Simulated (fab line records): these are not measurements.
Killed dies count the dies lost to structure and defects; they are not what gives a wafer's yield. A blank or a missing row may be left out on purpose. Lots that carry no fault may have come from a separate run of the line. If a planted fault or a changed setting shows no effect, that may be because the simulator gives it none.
Which tool was responsible? / flow n5-finfet / Sampling: 11 lots, 33 wafers, 3 of 1938 route steps

== WHAT EACH GAUGE READ, for each wafer ==
N5_BEOL_M9_CD_MEAS_18: pitch 140 nm, target cd 70 nm.
lot=L075; measured=day 11 04:01; on=cd-sem-03; cd-nm (nm)=70.5 70.3 70.5
lot=L077; measured=day 11 14:45; on=cd-sem-03; cd-nm (nm)=68.9 69.2 68.4
lot=L079; measured=day 12 01:21; on=cd-sem-03; cd-nm (nm)=70.4 70.4 70.2
lot=L082; measured=day 12 22:05; on=cd-sem-01; cd-nm (nm)=69.1 70.1 69.0
lot=L085; measured=day 13 06:19; on=cd-sem-03; cd-nm (nm)=69.8 70.1 69.9
lot=L084; measured=day 13 20:05; on=cd-sem-02; cd-nm (nm)=70.3 70.4 69.3
lot=L088; measured=day 14 19:51; on=cd-sem-01; cd-nm (nm)=69.9 70.3 70.2
lot=L090; measured=day 15 07:34; on=cd-sem-01; cd-nm (nm)=70.1 70.8 69.3
lot=L093; measured=day 15 08:02; on=cd-sem-01; cd-nm (nm)=70.0 70.3 69.4
lot=L094; measured=day 16 12:11; on=cd-sem-02; cd-nm (nm)=70.5 70.6 70.0
lot=L095; measured=day 16 15:20; on=cd-sem-02; cd-nm (nm)=68.5 69.4 69.1

== TOOL THAT RAN EACH LOT (tool first, then ch and the chambers of the sampled wafers, then the start) ==
lot=L075; N5_BEOL_M8_ETCH_41=rie-diel-05 ch 0,2,3, day 10 23:58 or earlier; N5_BEOL_M8_CMP_52=cmp-04 ch 0,1,3, day 10 23:58
lot=L077; N5_BEOL_M8_ETCH_41=rie-diel-05 ch 2,3, day 11 12:01 or earlier; N5_BEOL_M8_CMP_52=cmp-04 ch 0,1,3, day 11 12:01
lot=L079; N5_BEOL_M8_ETCH_41=rie-diel-02 ch 0,1, day 11 22:08 or earlier; N5_BEOL_M8_CMP_52=cmp-04 ch 0,2,3, day 11 22:08
lot=L082; N5_BEOL_M8_ETCH_41=rie-diel-05 ch 1,2,3, day 12 17:59 or earlier; N5_BEOL_M8_CMP_52=cmp-04 ch 0,2,3, day 12 17:59
lot=L085; N5_BEOL_M8_ETCH_41=rie-diel-02 ch 0,1,2, day 13 02:47 or earlier; N5_BEOL_M8_CMP_52=cmp-01 ch 0,2,3, day 13 02:47
lot=L084; N5_BEOL_M8_ETCH_41=rie-diel-05 ch 0,1,3, day 13 17:50 or earlier; N5_BEOL_M8_CMP_52=cmp-01 ch 0,3, day 13 17:50
lot=L088; N5_BEOL_M8_ETCH_41=rie-diel-04 ch 0,1,3, day 14 12:38 or earlier; N5_BEOL_M8_CMP_52=cmp-01 ch 0,1,3, day 14 12:38
lot=L090; N5_BEOL_M8_ETCH_41=rie-diel-02 ch 0,3, day 15 04:37 or earlier; N5_BEOL_M8_CMP_52=cmp-01 ch 0,2,3, day 15 04:37
lot=L093; N5_BEOL_M8_ETCH_41=rie-diel-02 ch 0,3, day 15 05:18 or earlier; N5_BEOL_M8_CMP_52=cmp-01 ch 0,1,3, day 15 05:18
lot=L094; N5_BEOL_M8_ETCH_41=rie-diel-04 ch 0,1, day 16 09:37 or earlier; N5_BEOL_M8_CMP_52=cmp-01 ch 0,1,2, day 16 09:37
lot=L095; N5_BEOL_M8_ETCH_41=rie-diel-04 ch 0,3, day 16 10:53 or earlier; N5_BEOL_M8_CMP_52=cmp-01 ch 0,2,3, day 16 10:53
- N5_BEOL_M8_ETCH_41: etches SiCN in CH3F/O2, target depth 31.9 nm, time 57.8 s.
- N5_BEOL_M8_CMP_52: polishes, stops on SiCOH lowk, t overpolish 6.9 s, target thk 80 nm.

== THE ANSWER, worked out from the rows above alone ==
Rule: the usual values come from the lots themselves. The widest of any qualifying gaps counts: lots, ordered by their means at a reading, are off when they make up no more than a third of the lots, leave a main group of 4 or more, and stand apart from it by 3 or more times the standard deviation of that group's means. The tables above print the reading to a certain number of digits; a main group whose means all agree to those digits is not used. Also off: a lot with no number at a reading for which 4 or more lots have one. Any other lot the step has rows for is counted as sound.
Nothing can be told from this: no lot is off at any reading shown.

== WHAT THE SIMULATOR HAD PUT IN ==
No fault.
